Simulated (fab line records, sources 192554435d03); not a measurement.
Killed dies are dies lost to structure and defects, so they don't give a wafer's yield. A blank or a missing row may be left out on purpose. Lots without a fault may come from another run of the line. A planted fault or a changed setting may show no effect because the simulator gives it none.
fab line records | flow n5_finfet
record lots=6 wafers=16 last_day=19
route steps=1938 shown BEOL_M4@1111 BEOL_M7@1298 BEOL_M15@1830 PASSIVATION@1936
lots that met no fault: from a run of the same line without faults
start_h: hours from the record's first day to the start of the lot's first wafer shown | wait_h: hours since the lot's step before | " the same as in the row above | L1.1+2: a row that stands for several wafers | - no value, or no start given | * or withheld: withheld | < > ~ a bound
route shown NAME@n: a module of which the file shows steps, and the number in the route of the first | usual: mean/standard deviation of fault-free wafers | same: alike in all rows | chamber/n: place in a boat | sites: the reading at each site | _std_site: their standard deviation | _edge_site: outer sites' mean less inner sites' | radius_mm: how far each site lies from the wafer's centre | mask NAME#n: copy n | behind: the tool/chamber that last shaped the wafer | hold: why the lot was held/for how many hours/how that ended | device: the transistor (n, p or np) that didn't switch | end of line: the same wafers' tests at the end of the route | a step without rows: its recipe alone | killed: dies lost to structure and defects at the first sort, not the wafer's yield | map: a wafer's dies, x killed, . not, _ none there
set.NAME: the setting as run; set.NAME@STEP: as run at that earlier step | model.NAME: the simulator's own value behind a step, which no gauge read
steps of the route over a sample of lots; a table a step, a row a wafer
services: from which hour (start_h, from the record's first day; less than 0 if before it) a tool's chamber was out of use, for how many hours, and why
## steps
# step N5_BEOL_M4_RC_MEAS_101
# usual DIBL_N=36.5/2.2 DIBL_P=36.9/2.9 IOFF_N=0.17/0.044 IOFF_P=0.22/0.052 ION_N=671/16 ION_P=461/10 SS_N=71.6/0.73 SS_P=73.5/0.79 VT_N=250/4.1 VT_P=-250/4.1
# columns lot.wafer tool chamber start_h wait_h DIBL_N[mV/V] DIBL_P[mV/V] IOFF_N[nA/um] IOFF_P[nA/um] ION_N[uA/um] ION_P[uA/um] SS_N[mV/dec] SS_P[mV/dec] VT_N[mV] VT_P[mV]
L251.2 prober-02 0 196.53 0.2 35.9 36.2 0.15 0.21 666 459 70.7 73.0 249 -249
L251.5 " 0 " " 36.7 36.3 0.15 0.20 656 453 71.3 73.7 250 -252
L251.6 " 0 " " 35.2 36.0 0.14 0.21 664 461 71.9 73.2 253 -248
L262.1 prober-02 0 258.56 0.0 33.5 34.2 0.13 0.19 665 461 71.0 72.3 251 -248
L262.3 " 0 " " 37.1 38.5 0.20 0.26 674 464 72.0 73.7 246 -246
L261.1 prober-01 0 260.88 0.0 33.4 32.6 0.11 0.14 661 448 70.1 73.1 256 -258
L261.4 " 0 " " 38.8 38.4 0.19 0.21 669 446 72.4 73.8 251 -252
L261.6 " 0 " " 36.5 35.0 0.14 0.17 657 454 71.5 72.4 254 -255
L264.1 prober-02 0 268.56 0.0 37.9 38.3 0.17 0.21 665 449 72.2 73.9 251 -253
L264.3 " 0 " " 35.5 35.7 0.13 0.18 670 458 71.1 73.5 252 -253
L264.5 " 0 " " 36.0 36.9 0.14 0.20 668 454 71.4 73.4 254 -252
L272.1 prober-01 0 317.82 0.0 35.3 35.5 0.14 0.18 666 461 70.9 73.1 250 -252
L272.3 " 0 " " 38.1 38.7 0.18 0.23 674 463 71.7 74.3 247 -249
L272.5 " 0 " " 37.8 39.4 0.17 0.25 668 461 71.4 74.4 248 -252
L273.4 prober-01 0 340.80 0.5 40.2 42.9 0.23 0.29 669 456 72.3 74.7 248 -247
L273.5 " 0 " " 42.3 44.0 0.28 0.33 702 471 73.4 75.0 242 -243
# step N5_BEOL_M7_INSPECT_30
# recipe mode=adi inspect_instrument=brightfield
# usual raw_defect_count=388/85
# columns lot.wafer tool chamber start_h wait_h raw_defect_count
L251.2 defect_inspect-02 - 225.93 0.0 298
L251.5 " - " " 370
L251.6 " - " " 313
L262.1 defect_inspect-02 - 282.17 0.1 381
L262.3 " - " " 283
L261.1 defect_inspect-02 - 289.19 0.1 386
L261.4 " - " " 415
L261.6 " - " " 336
L264.1 defect_inspect-01 - 292.00 0.1 546
L264.3 " - " " 378
L264.5 " - " " 379
L272.1 defect_inspect-02 - 341.10 0.1 301
L272.3 " - " " 257
L272.5 " - " " 564
L273.4 defect_inspect-01 - 368.80 0.0 582
L273.5 " - " " 571
# step N5_BEOL_M7_VIA_ETCH_34
# recipe chemistry=C4F6/O2 target=SiCOH_lowk target_depth_a=1255 mask_material=SOC taper_deg=4 time_s=50.5 ion_energy_ev=250 pressure_mtorr=30 source_w=345 bias_w=185 Ar_flow_sccm=300 C4F6_flow_sccm=10 O2_flow_sccm=10
# usual drypump_motor_current_A=5.4/0.46 oes_f_703_au=0.80/0.083 oes_product_au=0.81/0.08 rf_vpp_V=669/17 showerhead_plenum_p_Torr=2.84/0.092 throttle_valve_pct=20.91/0.29
# columns lot.wafer tool chamber start_h wait_h drypump_motor_current_A oes_f_703_au oes_product_au rf_hours_counter_h rf_vpp_V showerhead_plenum_p_Torr throttle_valve_pct
L251.2 rie_diel-01 2 226.27 0.0 5.4 0.85 0.89 36 703 2.76 20.55
L251.5 " 3 " " 5.6 0.96 0.92 - 649 2.93 20.62
L251.6 " 2 " " 5.4 0.86 0.89 - 702 2.76 20.55
L262.1 rie_diel-01 1 283.22 0.0 5.1 0.67 0.71 201 671 2.74 21.48
L262.3 " 2 " " 5.4 0.81 0.86 64 703 2.75 20.60
L261.1 rie_diel-01 2 289.83 0.0 5.5 0.81 0.86 67 702 2.75 20.61
L261.4 " 0 " " 5.3 0.85 0.90 36 692 2.97 20.67
L261.6 " 1 " " 5.1 0.66 0.70 - 671 2.74 21.50
L264.1 rie_diel-01 1 292.21 0.0 5.1 0.66 0.70 205 673 2.74 21.49
L264.3 " 3 " " 5.6 0.91 0.89 42 650 2.92 20.63
L264.5 " 2 " " 5.4 0.81 0.85 - 702 2.74 20.61
L272.1 rie_diel-03 0 341.44 0.0 5.0 0.88 0.87 57 652 3.00 20.71
L272.3 " 1 " " 5.6 0.72 0.71 232 673 2.79 21.05
L272.5 " 1 " " 5.6 0.72 0.71 - 675 2.79 21.06
L273.4 rie_diel-04 3 369.01 0.0 6.4 0.70 0.72 206 658 2.82 21.23
L273.5 " 0 " " 5.3 0.85 0.83 - 677 2.89 21.07
# step N5_BEOL_M7_TRENCH_ETCH_37
# recipe chemistry=C4F6/O2 target_depth_a=934.78 target=SiCOH_lowk time_s=31.2 ion_energy_ev=250 pressure_mtorr=30 source_w=345 bias_w=185 Ar_flow_sccm=300 C4F6_flow_sccm=10 O2_flow_sccm=10
# usual drypump_motor_current_A=5.4/0.46 oes_f_703_au=0.80/0.083 oes_product_au=0.81/0.081 rf_vpp_V=669/17 showerhead_plenum_p_Torr=2.84/0.093 throttle_valve_pct=20.94/0.29
# columns lot.wafer tool chamber start_h wait_h drypump_motor_current_A oes_f_703_au oes_product_au rf_hours_counter_h rf_vpp_V showerhead_plenum_p_Torr throttle_valve_pct
L251.2 rie_diel-01 2 226.36 - 5.5 0.85 0.89 36 702 2.76 20.60
L251.5 " 3 " " 5.6 0.95 0.91 - 648 2.93 20.63
L251.6 " 2 " " 5.5 0.85 0.89 - 702 2.76 20.59
L262.1 rie_diel-01 1 283.31 - 5.1 0.66 0.70 201 671 2.74 21.52
L262.3 " 2 " " 5.5 0.81 0.87 64 703 2.75 20.63
L261.1 rie_diel-01 2 289.92 - 5.5 0.80 0.85 67 702 2.74 20.64
L261.4 " 0 " " 5.4 0.86 0.90 36 692 2.97 20.70
L261.6 " 1 " " 5.1 0.66 0.70 - 670 2.74 21.54
L264.1 rie_diel-01 1 292.30 - 5.1 0.66 0.96 205 671 2.74 21.64
L264.3 " 3 " " 5.6 0.91 0.90 42 649 2.92 20.67
L264.5 " 2 " " 5.5 0.80 0.86 - 701 2.75 20.61
L272.1 rie_diel-03 0 341.53 - 5.0 0.89 0.88 57 652 3.00 20.73
L272.3 " 1 " " 5.6 0.72 0.70 232 674 2.79 21.09
L272.5 " 1 " " 5.6 0.71 0.70 - 675 2.79 21.08
L273.4 rie_diel-04 3 369.10 - 6.4 0.71 0.71 206 657 2.82 21.27
L273.5 " 0 " " 5.3 0.83 0.84 - 677 2.89 21.10
# step N5_BEOL_M7_OCD_MEAS_38
# usual trench_depth_nm=93.6/2.1
# columns lot.wafer tool chamber start_h wait_h trench_depth_nm
L251.2 ocd-02 - 226.52 - 91.4
L251.5 " - " " 96.0
L251.6 " - " " 92.0
L262.1 ocd-01 - 283.47 - 89.9
L262.3 " - " " 93.3
L261.1 ocd-01 - 290.08 - 92.7
L261.4 " - " " 97.5
L261.6 " - " " 91.3
L264.1 ocd-02 - 292.46 - 144.3
L264.3 " - " " 97.6
L264.5 " - " " 92.0
L272.1 ocd-01 - 341.69 - 93.2
L272.3 " - " " 94.2
L272.5 " - " " 93.7
L273.4 ocd-01 - 369.26 - 95.3
L273.5 " - " " 94.1
# step N5_BEOL_M7_PRE_CLEAN_45
# recipe gas=H2/He time_s=30 temp_c=250
# usual heater_power_w=335/35
# columns lot.wafer tool chamber start_h wait_h heater_power_w
L251.2 pvd_sputter-01 - 227.83 0.0 365
L251.5 " - " " 323
L251.6 " - " " 422
L262.1 pvd_sputter-03 - 284.49 0.0 331
L262.3 " - " " 323
L261.1 pvd_sputter-03 - 292.74 0.0 328
L261.4 " - " " 325
L261.6 " - " " 317
L264.1 pvd_sputter-01 - 293.07 0.0 366
L264.3 " - " " 418
L264.5 " - " " 404
L272.1 pvd_sputter-01 - 342.38 0.0 328
L272.3 " - " " 428
L272.5 " - " " 424
L273.4 pvd_sputter-02 - 370.17 0.0 367
L273.5 " - " " 371
# step N5_BEOL_M7_THK_MEAS_53
# recipe thk_meas_gauge=xrf reads=Cu_of_BEOL_M7_ECD_50
# usual M7_THK=80.5/2.4
# columns lot.wafer tool chamber start_h wait_h M7_THK[nm]
L251.2 film_metro-01 - 229.45 - 80.5
L251.5 " - " " 85.2
L251.6 " - " " 78.5
L262.1 film_metro-01 - 286.79 - 77.2
L262.3 " - " " 78.4
L261.1 film_metro-01 - 294.17 - 80.9
L261.4 " - " " 81.9
L261.6 " - " " 80.1
L264.1 film_metro-01 - 295.04 - 133.8
L264.3 " - " " 85.2
L264.5 " - " " 80.3
L272.1 film_metro-02 - 343.81 - 80.2
L272.3 " - " " 82.4
L272.5 " - " " 79.7
L273.4 film_metro-01 - 371.71 - 81.4
L273.5 " - " " 81.2
# step N5_BEOL_M7_RS_MEAS_57
# recipe thk_meas_gauge=four-point-probe reads=Cu_of_BEOL_M7_ECD_50+Co_of_BEOL_M7_CVD_78+TaN_of_BEOL_M7_ALD_77
# usual M7_RS=0.287/0.0096
# columns lot.wafer tool chamber start_h wait_h M7_RS[ohm/sq]
L251.2 film_metro-01 - 229.58 0.1 0.290
L251.5 " - " " 0.272
L251.6 " - " " 0.298
L262.1 film_metro-01 - 286.92 0.1 0.305
L262.3 " - " " 0.298
L261.1 film_metro-01 - 294.30 0.1 0.287
L261.4 " - " " 0.286
L261.6 " - " " 0.293
L264.1 film_metro-01 - 295.17 0.1 0.162
L264.3 " - " " 0.269
L264.5 " - " " 0.289
L272.1 film_metro-02 - 343.94 0.1 0.286
L272.3 " - " " 0.279
L272.5 " - " " 0.290
L273.4 film_metro-01 - 371.84 0.0 0.282
L273.5 " - " " 0.283
# step N5_BEOL_M15_RC_MEAS_101
# usual etest_temp_c=25.01/0.12 COMB_M10=1.5e-11/3.1e-12 COMB_M11=1.5e-11/3.1e-12 COMB_M11_max_site=2.1e-11/4.5e-12 COMB_M12=6.1e-12/1.4e-12 COMB_M13=4.5e-12/9.9e-13 COMB_M14=3.5e-12/8.8e-13 COMB_M15=2.1e-12/7.1e-13 COMB_M5=3.6e-11/7.6e-12 COMB_M6=2.4e-11/5.1e-12 COMB_M8=2.5e-11/5e-12 COMB_M9=1.42e-11/2.7e-12 SERP_M10=3.10/0.1 SERP_M11=3.07/0.1 SERP_M11_max_site=3.16/0.11 SERP_M12=0.639/0.017 SERP_M13=0.305/0.0052 SERP_M14=0.162/0.0062 SERP_M14_max_site=0.164/0.0064 SERP_M5=37.5/2.1 SERP_M6=14.4/0.77 SERP_M7=13.7/0.64 SERP_M7_max_site=14.4/0.73 SERP_M8=14.2/0.66 SERP_M9=3.08/0.11
# columns lot.wafer tool chamber start_h wait_h etest_temp_c COMB_M10[S/m] COMB_M11[S/m] COMB_M11_max_site[S/m] COMB_M12[S/m] COMB_M13[S/m] COMB_M14[S/m] COMB_M15[S/m] COMB_M5[S/m] COMB_M6[S/m] COMB_M8[S/m] COMB_M9[S/m] SERP_M10[ohm/um] SERP_M11[ohm/um] SERP_M11_max_site[ohm/um] SERP_M12[ohm/um] SERP_M13[ohm/um] SERP_M14[ohm/um] SERP_M14_max_site[ohm/um] SERP_M5[ohm/um] SERP_M6[ohm/um] SERP_M7[ohm/um] SERP_M7_max_site[ohm/um] SERP_M8[ohm/um] SERP_M9[ohm/um]
L251.2 prober-02 0 291.70 0.3 25.13 1e-11 1.5e-11 2e-11 5e-12 4.3e-12 2.7e-12 1.4e-12 3.8e-11 2.7e-11 2.2e-11 1.23e-11 3.05 3.10 3.16 0.653 0.305 0.169 0.171 36.8 15.5 13.3 13.5 15.2 3.17
L251.5 " 0 " " 24.89 1.3e-11 1.5e-11 2.2e-11 6.9e-12 4.6e-12 2.8e-12 2.1e-12 3.2e-11 2.5e-11 2.8e-11 1.21e-11 3.23 3.07 3.18 0.640 0.306 0.165 0.169 36.6 13.6 12.9 13.4 14.1 3.02
L251.6 " 0 " " 24.97 1.4e-11 1.6e-11 2.6e-11 6e-12 5.6e-12 3.2e-12 2.1e-12 3.6e-11 2.3e-11 2e-11 9.5e-12 3.09 3.21 3.32 0.644 0.306 0.160 0.161 35.6 14.2 13.6 14.5 15.2 3.13
L262.1 prober-02 0 348.64 0.0 24.90 1.9e-11 1.4e-11 1.7e-11 5.9e-12 3.8e-12 4.5e-12 1.9e-12 3.4e-11 2.3e-11 2.7e-11 1.17e-11 3.09 3.10 3.19 0.643 0.299 0.174 0.178 36.9 14.3 14.0 15.0 13.1 3.14
L262.3 " 0 " " 24.94 1.7e-11 1.5e-11 2e-11 7.3e-12 5.4e-12 4e-12 3e-12 4e-11 3.3e-11 1.8e-11 1.05e-11 2.97 3.05 3.21 0.622 0.299 0.171 0.172 36.3 14.6 14.0 15.1 14.2 3.03
L264.1 prober-01 0 361.95 0.0 24.99 1.5e-11 1.4e-11 1.7e-11 9.4e-12 5.6e-12 4.1e-12 2.9e-12 3.1e-11 2.7e-11 2.6e-11 1.46e-11 3.17 3.14 3.26 0.654 0.294 0.170 0.172 40.6 16.1 7.3 7.7 12.7 3.11
L264.3 " 0 " " 25.03 1.7e-11 1.2e-11 1.5e-11 7.7e-12 5.6e-12 4.3e-12 2.8e-12 3.8e-11 2.2e-11 2.8e-11 1.51e-11 3.28 2.93 3.05 0.639 0.306 0.157 0.159 42.4 13.4 12.7 13.0 13.9 3.21
L264.5 " 0 " " 25.01 1.5e-11 1.2e-11 1.5e-11 6.6e-12 5.9e-12 5.5e-12 3.2e-12 3.9e-11 2.1e-11 2.8e-11 1.97e-11 3.17 2.93 3.05 0.633 0.306 0.167 0.169 36.8 15.4 13.5 13.9 13.5 3.04
L261.1 prober-02 0 363.12 0.0 25.08 1.1e-11 1.2e-11 1.6e-11 6e-12 3.5e-12 3.6e-12 3e-12 3.1e-11 2.3e-11 2.4e-11 1.03e-11 3.18 3.19 3.27 0.638 0.306 0.155 0.156 38.4 15.8 13.7 14.4 14.1 3.10
L261.4 " 0 " " 25.10 1.1e-11 1.2e-11 1.9e-11 6e-12 5.8e-12 1.8e-12 3.1e-12 3.6e-11 1.9e-11 1.7e-11 1.22e-11 3.27 2.90 2.96 0.676 0.305 0.162 0.164 35.1 15.0 12.9 13.5 14.7 3.03
L261.6 " 0 " " 24.91 9e-12 1.2e-11 1.5e-11 4.9e-12 5.1e-12 2.4e-12 2.1e-12 2.6e-11 2.6e-11 2.3e-11 1.03e-11 3.18 2.99 3.10 0.652 0.310 0.165 0.166 36.2 14.6 13.4 13.8 14.2 3.10
L272.1 prober-02 0 413.79 0.0 25.09 1.7e-11 1.1e-11 1.3e-11 4.6e-12 3.3e-12 4.5e-12 1.7e-12 3.9e-11 2.2e-11 2.1e-11 1.28e-11 3.28 2.96 3.15 0.663 0.308 0.171 0.174 38.6 13.0 13.5 14.1 13.4 3.16
L272.3 " 0 " " 24.98 1.2e-11 1.1e-11 2.1e-11 6.8e-12 5.4e-12 3.7e-12 1.3e-12 3.2e-11 3e-11 2.9e-11 1.71e-11 3.28 2.99 3.30 0.660 0.311 0.161 0.163 35.1 14.0 12.5 12.8 14.2 3.08
L272.5 " 0 " " 25.16 1.1e-11 1.3e-11 1.7e-11 5e-12 3.2e-12 2.2e-12 1.7e-12 2.8e-11 2.6e-11 2.3e-11 1.53e-11 3.27 3.05 3.31 0.637 0.301 0.173 0.175 39.0 14.0 13.8 14.6 14.1 2.93
L273.4 prober-02 0 432.45 0.5 25.05 1.5e-11 1.3e-11 2e-11 7.1e-12 3.4e-12 3e-12 2.7e-12 3.1e-11 3.5e-11 2.1e-11 1.54e-11 3.19 3.08 3.21 0.615 0.302 0.161 0.163 42.8 14.3 14.2 14.6 13.8 3.01
L273.5 " 0 " " 25.14 1.4e-11 1.1e-11 1.5e-11 5.7e-12 3.9e-12 2.2e-12 2.3e-12 3.2e-11 2.3e-11 2.7e-11 1.49e-11 3.03 3.01 3.11 0.637 0.308 0.160 0.161 36.1 13.9 13.5 13.6 14.5 2.95
# sites SERP_M7 radius_mm=0,75,75,75,75,140,140,140,140
L251.2 12.7 12.9 13.0 13.3 12.9 13.3 13.4 13.5 13.3
L262.1 13.7 13.9 14.0 14.0 14.0 14.4 15.0 14.8 14.3
L264.1 7.1 7.2 7.2 7.3 7.1 7.7 7.5 7.4 7.4
L261.1 13.4 13.1 13.7 14.0 13.0 13.5 13.9 14.4 13.8
L272.1 13.4 14.1 13.5 13.7 14.0 13.4 13.2 13.5 13.5
L273.4 14.1 14.3 14.6 14.4 14.2 13.9 13.9 13.2 14.3
# step N5_PASSIVATION_PROBE_49
# usual defect_limited_yield=91.3/1.4 killed_at_M0_to_M3=36/10 killed_at_M4_up=13/5.4 killed_at_contacts=12/5.3 killed_at_front_end=39/10 killed_at_other=3.2/2.7 killed_dies=103/16 killed_open=68/13 killed_short=33/6.6 sort_bin_4_leakage=0.01/0.031 sort_bin_5_function=5.1/0.92 sort_bin_6_memory=3.3/0.68 sort_bin_8_speed=0.1/0.41 sort_n_pass=1077/17 sort_yield_pct=91.2/1.4
# same gross_dies=1180 killed_at_back_side=0
# columns lot.wafer tool chamber start_h wait_h defect_limited_yield[%] killed_at_M0_to_M3 killed_at_M4_up killed_at_contacts killed_at_front_end killed_at_other killed_dies killed_open killed_short sort_bin_4_leakage[%] sort_bin_5_function[%] sort_bin_6_memory[%] sort_bin_8_speed[%] sort_n_pass sort_yield_pct[%]
L251.2 prober-02 - 307.79 0.1 91.9 34 21 10 29 2 96 66 30 0 4.2 3.5 0 1084 91.9
L251.5 prober-02 - 307.94 0.2 91.9 33 14 9 38 1 95 57 36 0 4.5 3.2 0 1085 91.9
L251.6 prober-02 - 307.99 0.3 92.1 29 15 12 28 9 93 56 35 0 5.1 2.7 0 1087 92.1
L262.1 prober-01 - 365.61 0.2 91.2 23 18 19 33 11 104 72 31 0 5.8 3.0 0 1076 91.2
L262.3 prober-01 - 365.71 0.3 92.0 30 17 10 34 3 94 54 39 0 4.7 2.7 0 1086 92.0
L264.1 prober-02 - 374.82 0.0 61.3 37 356 10 54 0 457 62 36 0 5.2 2.9 0 723 61.3
L264.3 prober-02 - 374.92 0.1 91.8 31 20 13 33 0 97 77 19 0 5.5 2.7 0 1083 91.8
L264.5 prober-02 - 375.02 0.2 92.6 34 10 16 27 0 87 54 31 0 4.2 3.0 0 1093 92.6
L261.1 prober-02 - 380.80 0.0 90.8 50 18 5 33 3 109 61 46 0 5.1 3.8 0 1071 90.8
L261.4 prober-02 - 380.95 0.2 92.7 32 8 7 28 11 86 61 24 0 3.8 3.1 0 1094 92.7
L261.6 prober-02 - 381.05 0.3 92.6 26 16 2 32 11 87 54 31 0 4.2 2.9 0.1 1092 92.5
L272.1 prober-01 - 432.40 0.0 90.7 44 10 16 36 4 110 76 33 0 5.1 4.0 0 1070 90.7
L272.3 prober-01 - 432.50 0.1 90.3 27 11 18 52 6 114 73 41 0 6.0 3.4 0 1066 90.3
L272.5 prober-01 - 432.60 0.2 88.6 35 15 11 68 5 134 97 37 0 7.3 3.7 0 1046 88.6
L273.4 prober-02 - 449.82 0.2 91.6 28 17 11 40 3 99 69 26 0 4.6 3.4 0.1 1081 91.6
L273.5 prober-02 - 449.87 0.2 94.2 28 3 11 23 4 69 39 24 0.25 3.3 2.4 0 1108 93.9
# killed by level:class
L251.2 BEOL_M4:geometric_particle:open=15 MOL_CONTACT_COAG:geometric_particle:open=8 BEOL_M0:geometric_particle:open=7 BEOL_M0_SAQP:geometric_particle:short=5 BEOL_M0_SAQP:geometric_particle:open=5 BEOL_M2:geometric_particle:open=5 BEOL_M3:geometric_particle:open=5 FIN_SAQP:geometric_particle:open=4
L251.5 FIN_SAQP:geometric_particle:short=11 BEOL_M2:geometric_particle:open=9 STI_FIN_REVEAL:geometric_particle:open=8 MOL_CONTACT_COAG:geometric_particle:open=7 BEOL_M4:geometric_particle:open=7 BEOL_M0_SAQP:geometric_particle:short=5 BEOL_M0_SAQP:geometric_particle:open=5 BEOL_M1:geometric_particle:short=5
L251.6 MOL_CONTACT_COAG:geometric_particle:open=11 BEOL_M0_SAQP:geometric_particle:short=8 DUMMY_GATE:geometric_particle:open=7 BEOL_M2:geometric_particle:open=7 BEOL_M1:geometric_particle:open=6 FIN_SAQP:geometric_particle:open=4 GATE_CUT:geometric_particle:short=4 PAD_METAL:geometric_particle:short=4
L262.1 MOL_CONTACT_COAG:geometric_particle:open=15 BEOL_M4:geometric_particle:open=11 FIN_SAQP:geometric_particle:open=8 BEOL_M0_SAQP:geometric_particle:open=8 DUMMY_GATE:geometric_particle:open=7 BEOL_M0_SAQP:geometric_particle:short=6 MOL_CONTACT_COAG:geometric_particle:short=4 PASS1_DEP:geometric_particle:short=4
L262.3 BEOL_M0_SAQP:geometric_particle:short=11 BEOL_M2:geometric_particle:open=10 FIN_SAQP:geometric_particle:short=9 FIN_SAQP:geometric_particle:open=8 BEOL_M4:geometric_particle:open=8 MOL_CONTACT_COAG:geometric_particle:open=5 MOL_CONTACT_COAG:geometric_particle:short=5 BEOL_M3:geometric_particle:open=5
L264.1 BEOL_M7:area_etch=342 BEOL_M0_SAQP:geometric_particle:short=15 HKMG_FIN:area_etch=15 FIN_SAQP:geometric_particle:open=12 BEOL_M0_SAQP:geometric_particle:open=9 MOL_CONTACT_COAG:geometric_particle:open=8 BEOL_M4:geometric_particle:open=8 FIN_SAQP:geometric_particle:short=5
L264.3 MOL_CONTACT_COAG:geometric_particle:open=11 BEOL_M1:geometric_particle:open=9 BEOL_M0_SAQP:geometric_particle:open=8 BEOL_M4:geometric_particle:open=8 DUMMY_GATE:geometric_particle:open=7 FIN_SAQP:geometric_particle:open=6 BEOL_M0_SAQP:geometric_particle:short=5 BEOL_M0:geometric_particle:open=5
L264.5 BEOL_M0_SAQP:geometric_particle:open=12 MOL_CONTACT_COAG:geometric_particle:open=10 FIN_SAQP:geometric_particle:short=8 BEOL_M0:geometric_particle:open=7 MOL_CONTACT_COAG:geometric_particle:short=6 BEOL_M0_SAQP:geometric_particle:short=6 FIN_SAQP:geometric_particle:open=4 BEOL_M1:geometric_particle:open=4
L261.1 BEOL_M0_SAQP:geometric_particle:short=18 BEOL_M0_SAQP:geometric_particle:open=12 BEOL_M1:geometric_particle:open=8 STI_FIN_REVEAL:geometric_particle:open=8 BEOL_M4:geometric_particle:open=7 BEOL_M3:geometric_particle:open=6 STARTING-WAFER:geometric_particle:short=5 FIN_SAQP:geometric_particle:open=4
L261.4 BEOL_M1:geometric_particle:open=11 STI_FIN_REVEAL:geometric_particle:open=10 BEOL_M2:geometric_particle:open=7 FIN_SAQP:geometric_particle:short=6 MOL_CONTACT_COAG:geometric_particle:open=6 BEOL_M0_SAQP:geometric_particle:short=5 BEOL_M3:geometric_particle:open=5 FIN_SAQP:geometric_particle:open=4
L261.6 BEOL_M0_SAQP:geometric_particle:open=13 STI_FIN_REVEAL:geometric_particle:open=9 FIN_SAQP:geometric_particle:open=6 BEOL_M0_SAQP:geometric_particle:short=6 FIN_SAQP:geometric_particle:short=5 BEOL_M4:geometric_particle:open=5 BEOL_M3:geometric_particle:open=3 BEOL_M7:geometric_particle:open=3
L272.1 STI_FIN_REVEAL:geometric_particle:open=15 MOL_CONTACT_COAG:geometric_particle:open=12 BEOL_M2:geometric_particle:open=11 BEOL_M0_SAQP:geometric_particle:open=8 BEOL_M1:geometric_particle:open=7 BEOL_M0_SAQP:geometric_particle:short=5 MOL_CONTACT_COAG:geometric_particle:short=4 BEOL_M3:geometric_particle:open=4
L272.3 STI_FIN_REVEAL:geometric_particle:open=16 MOL_CONTACT_COAG:geometric_particle:open=13 FIN_SAQP:geometric_particle:open=6 BEOL_M1:geometric_particle:open=6 BEOL_M2:geometric_particle:open=6 BEOL_M3:geometric_particle:open=6 FIN_SAQP:geometric_particle:short=5 GATE_CUT:geometric_particle:short=5
L272.5 STI_FIN_REVEAL:geometric_particle:open=29 BEOL_M3:geometric_particle:open=12 BEOL_M1:geometric_particle:open=9 STI_FIN_REVEAL:geometric_particle:short=8 MOL_CONTACT_COAG:geometric_particle:open=8 FIN_SAQP:geometric_particle:open=6 BEOL_M2:geometric_particle:open=5 BEOL_M4:geometric_particle:open=4
L273.4 STI_FIN_REVEAL:geometric_particle:open=15 MOL_CONTACT_COAG:geometric_particle:open=11 BEOL_M0_SAQP:geometric_particle:short=7 FIN_SAQP:geometric_particle:open=6 BEOL_M0_SAQP:geometric_particle:open=6 BEOL_M3:geometric_particle:open=6 GATE_CUT:geometric_particle:short=4 BEOL_M5:geometric_particle:open=4
L273.5 MOL_CONTACT_COAG:geometric_particle:open=7 GATE_CUT:geometric_particle:short=6 STI_FIN_REVEAL:geometric_particle:open=5 BEOL_M0_SAQP:geometric_particle:short=5 BEOL_M0_SAQP:geometric_particle:open=4 BEOL_M1:geometric_particle:open=4 BEOL_M3:geometric_particle:short=4 BEOL_M3:geometric_particle:open=4
## services
# columns tool chamber start_h hours kind
rie_diel-01 0 223.37 15.1 repair
rie_diel-01 3 232.64 22.4 repair
rie_diel-03 - 244.35 28.1 pm
rie_diel-04 2 292.60 - clean
rie_diel-04 2 292.60 - consumable_replace:focus_ring
rie_diel-04 2 292.60 - consumable_replace:showerhead
rie_diel-04 2 292.60 22.2 scheduled_down
rie_diel-04 2 292.60 22.2 vent_cycle
rie_diel-03 - 302.43 0.1 repair
rie_diel-04 - 305.71 4.3 pm
rie_diel-01 - 311.69 0.4 repair
pvd_sputter-01 - 367.25 3.0 repair
## key
first_sign step=N5_BEOL_M7_OCD_MEAS_38 reading=trench_depth_nm direction=up sigmas=25 usual=93.6 struck=144.3
effect step=N5_BEOL_M7_THK_MEAS_53 reading=M7_THK direction=up sigmas=22 usual=80.5 struck=133.8
effect step=N5_BEOL_M7_RS_MEAS_57 reading=M7_RS direction=down sigmas=13 usual=0.287 struck=0.162
effect step=N5_BEOL_M15_RC_MEAS_101 reading=SERP_M7 direction=down sigmas=10 usual=13.7 struck=7.3
effect step=N5_PASSIVATION_PROBE_49 reading=killed_at_M4_up direction=up sigmas=64 usual=13 struck=356
more_kills_born_at N5_BEOL_M7_TRENCH_ETCH_37@rie_diel-01=342
met_at N5_BEOL_M7_TRENCH_ETCH_37
struck_lots L264
struck_wafers L264.1
baseline_loss step=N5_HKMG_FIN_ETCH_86 wafers=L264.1
not_acting_at N5_BEOL_M7_INSPECT_30,N5_BEOL_M7_VIA_ETCH_34,N5_BEOL_M7_PRE_CLEAN_45
onset_between 289.92 292.30
fault kind=process_parameter_drift tool=rie_diel-01 chamber=- onset_h=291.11 steps=N5_BEOL_M7_TRENCH_ETCH_37 channel=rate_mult offset=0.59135 shape=step end_h=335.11 scope=struck_wafers_only
# baseline_loss: these wafers lose ten dies or more at that step, a loss of the line's own and not of a fault; the sort's usual values leave them out
